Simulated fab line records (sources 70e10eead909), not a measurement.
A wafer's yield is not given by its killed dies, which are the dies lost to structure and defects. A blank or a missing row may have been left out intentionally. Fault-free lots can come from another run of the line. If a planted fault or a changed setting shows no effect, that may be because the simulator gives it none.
Comparing a struck lot with a sound one || flow nand-harc || 30 steps out of a route of 1302
Sound: these wafers, L301.3, L301.4, L301.6. Wafers L308.1, L308.5, L308.6 were the ones struck. The cause is given at the end.
Each step with rows lists, per side, the tool, then ch with its chambers, then its first start. Under that, the readings that differ: sound wafers || struck wafers || difference of the means || sigmas: that difference in standard deviations of wafers without a fault.
alike: readings whose means differ by less than 2 such deviations, and words and numbers that are the same on both sides. not compared: withheld readings, readings that some wafer has no value for, bounds like >300 that may hide the same value, and numbers for which the record gives no deviation and whose values overlap.
Wherever a step has rows on one side only, a row that says differs or no value, or a row with sigmas, the two part there. Numbers that don't overlap but have no deviation are shown without sigmas and don't part them. Lack of a reading on every wafer of one side parts them only where that side has two or more wafers.

first, 6 steps without rows for these wafers: NHARC_A_ONON_D2_ANNEAL_15 (time 3600 s); NHARC_A_ONON_D2_DEP_16 (target thk 1000 nm); NHARC_A_ONON_D2_DEP_19 (target thk 1000 nm); NHARC_A_ONON_D2_DEP_22 (target thk 1000 nm); NHARC_A_ONON_D2_DEP_25 (target thk 1000 nm); NHARC_A_ONON_D2_DEP_28 (target thk 1000 nm).
NHARC_A_ONON_D2_DEP_33: deposits SiO2, target thk 200 nm.
  sound on pecvd-04 ch 0,1,2, day 13 06:43; struck on pecvd-03 ch 0,1,2, day 16 04:01
  alike: heater-power-w, throttle-valve-pct
then, 22 steps without rows for these wafers: NHARC_A_CHANNEL_HOLE_D2_DEP_00 (deposits aC, target thk 3100 nm); NHARC_A_CHANNEL_HOLE_D2_DEP_01 (deposits SiON, target thk 140 nm); NHARC_A_CHANNEL_HOLE_D2_DEHYDRATE_02 (time 120 s); NHARC_A_CHANNEL_HOLE_D2_HMDS_03 (time 30 s); NHARC_A_CHANNEL_HOLE_D2_COAT_36 (time 75 s); NHARC_A_CHANNEL_HOLE_D2_COAT_37 (time 65 s); NHARC_A_CHANNEL_HOLE_D2_COAT_04 (resist thk 90 nm); NHARC_A_CHANNEL_HOLE_D2_SOFTBAKE_05 (time 55 s); NHARC_A_CHANNEL_HOLE_D2_EBR_06; NHARC_A_CHANNEL_HOLE_D2_EXPOSE_07 (exposes mask HOLE D2, target cd 100 nm); NHARC_A_CHANNEL_HOLE_D2_PEB_08 (peb time 65 s); NHARC_A_CHANNEL_HOLE_D2_DEVELOP_09 (develop time 35 s); NHARC_A_CHANNEL_HOLE_D2_DESCUM_15 (chemistry O2, time 3 s); NHARC_A_CHANNEL_HOLE_D2_ETCH_38 (etches the open film in CF4, target depth 39 nm, time 65 s); NHARC_A_CHANNEL_HOLE_D2_ETCH_39 (etches the open film in N2/H2, target depth 260 nm, time 325 s); NHARC_A_CHANNEL_HOLE_D2_ETCH_34 (etches the open film in CF4/CHF3, target depth 154 nm, time 77 s); NHARC_A_CHANNEL_HOLE_D2_ETCH_16 (etches the open film in O2/COS, target depth 3100 nm, time 806 s); NHARC_A_CHANNEL_HOLE_D2_ETCH_19 (etches the open film in C4F8/O2/Ar, time 34.5 s); NHARC_A_CHANNEL_HOLE_D2_ETCH_20 (etches the open film in C4F8/O2/Ar, time 361.9 s, target depth 1600 nm); NHARC_A_CHANNEL_HOLE_D2_ETCH_21 (etches the open film in C4F8/O2/Ar, time 514.3 s, target depth 1600 nm); NHARC_A_CHANNEL_HOLE_D2_ETCH_22 (etches the open film in C4F8/O2/Ar, time 666.7 s, target depth 1600 nm); NHARC_A_CHANNEL_HOLE_D2_ETCH_23 (etches the open film in C4F8/O2/Ar, time 819 s, target depth 1600 nm).
-- jump in the record: it breaks off in module A_CHANNEL_HOLE_D2 and resumes in module END (first step shown: number 1302 of the route), and 12 days separate the struck wafers' starts before and after --
NHARC_END_SORT_01:
  at this point the record logs the struck wafers (prober-02 ch 0, day 27 19:52) and has no rows for the sound ones

== WHERE THEY PART ==
NHARC_END_SORT_01 only, going by this record.

WHY: what had been put in by the simulator
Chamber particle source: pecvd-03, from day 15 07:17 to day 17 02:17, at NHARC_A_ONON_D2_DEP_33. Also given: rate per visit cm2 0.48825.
